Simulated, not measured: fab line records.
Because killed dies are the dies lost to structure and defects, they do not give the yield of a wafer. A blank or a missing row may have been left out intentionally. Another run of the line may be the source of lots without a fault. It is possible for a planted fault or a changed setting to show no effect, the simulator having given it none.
Matching of chambers ; flow n5 finfet ; cvd co-02 running N5_BEOL_M1_CO_CAP_55: 3 sister chambers
The step material Co, precursor CCTBA/H2, target thk 2 nm, time 102.1 s. 3 wafers are shown with their chamber, then 7 later ones without.

WAFERS WITH THEIR CHAMBER
wafer;chamber;heater power w (W)
L728.4;0;258
L727.6;1;273
L731.5;2;238

WAFERS WITH NO CHAMBER GIVEN
wafer;heater power w (W)
L731.6;258
L736.1;256
L736.2;268
L736.5;240
L737.2;263
L737.3;260
L737.5;265

THE CHAMBER EACH PASSED THROUGH
wafer;from the rows above;in truth
L731.6;0;0
L736.1;0;0
L736.2;can't be placed: 1 or 0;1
L736.5;2;2
L737.2;can't be placed: 0 or 1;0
L737.3;0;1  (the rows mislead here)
L737.5;can't be placed: 0 or 1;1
Placed correctly: 3 of 7. From these rows, 3 cannot be placed; in 3 the true chamber is one of the candidates. Wrongly placed: 1.
How it was worked out, from the rows above alone: a wafer's distance from a chamber is the root of the sum, over the readings, of the square of ((its reading less the chamber's mean) divided by the reading's scatter). The wafer belongs to the nearest chamber; if the next one is less than 2 further off, it can't be placed. Each chamber's mean is taken over the wafers shown for it. The scatter: root of mean squared gap, hidden wafer to nearest shown wafer, with one shown wafer a chamber.
